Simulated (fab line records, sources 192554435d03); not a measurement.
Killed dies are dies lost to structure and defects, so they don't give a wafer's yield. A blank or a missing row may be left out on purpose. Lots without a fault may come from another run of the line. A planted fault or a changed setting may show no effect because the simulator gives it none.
Which tool did it? | flow n5_finfet | 9 lots, 26 wafers sampled, at 2 steps of a route of 1938

WHAT THE GAUGES READ, wafer by wafer
N5_BEOL_M4_RC_MEAS_101.
lot  | measured     | on        | DIBL_N (mV/V)
L975 | day 8 13:32  | prober-01 | 38.2 37.7 39.7
L976 | day 8 18:29  | prober-01 | 34.7 35.4 35.9
L977 | day 8 15:43  | prober-02 | 37.4 37.2 37.6
L978 | day 8 21:04  | prober-02 | 37.4 35.2 37.5
L981 | day 9 22:33  | prober-01 | 37.1 35.9 36.6
L982 | day 10 01:46 | prober-01 | 35.9 35.3 35.4
L984 | day 11 04:47 | prober-01 | 34.8 37.6 35.2
L985 | day 10 22:40 | prober-01 | 34.4 36.0 35.0
L990 | day 12 01:35 | prober-01 | 38.8 36.8

WHICH TOOL RAN EACH LOT (tool, then ch and the chambers of the sampled wafers, then the start)
lot  | N5_MOL_CONTACT_COAG_ETCH_48
L975 | rie_diel-05 ch 0,3, day 5 16:08
L976 | rie_diel-04 ch 2,3, day 5 17:07
L977 | rie_diel-05 ch 2,3, day 5 22:25
L978 | rie_diel-04 ch 1,3, day 6 03:05
L981 | rie_diel-04 ch 0,1,2, day 6 23:44
L982 | rie_diel-06 ch 0,1,2, day 7 07:33
L984 | rie_diel-04 ch 0,1, day 7 21:37
L985 | rie_diel-04 ch 0,2,3, day 7 22:19
L990 | rie_diel-04 ch 1,2, day 9 02:17
- N5_MOL_CONTACT_COAG_ETCH_48: etches SiOC in C4F6/O2, target depth 15 nm, overetch 4.5 nm, time 17 s.

THE ANSWER, worked out from the rows above alone
Rule: what is usual is taken from the lots themselves. Put in order of their means at a reading, lots are off if they are a third of the lots or fewer, leave a main group of 4 or more, and stand apart from it by a gap of 3 or more times the standard deviation of the main group's means; of several such gaps the widest counts. A main group whose means are all the same, to the digits that the tables above print for the reading, isn't used. A lot without any number at a reading at which 4 lots or more have one is off too. The other lots that the step has rows for count as sound.
No lot is off at any reading shown: from this, nothing can be told.

WHAT THE SIMULATOR HAD PUT IN
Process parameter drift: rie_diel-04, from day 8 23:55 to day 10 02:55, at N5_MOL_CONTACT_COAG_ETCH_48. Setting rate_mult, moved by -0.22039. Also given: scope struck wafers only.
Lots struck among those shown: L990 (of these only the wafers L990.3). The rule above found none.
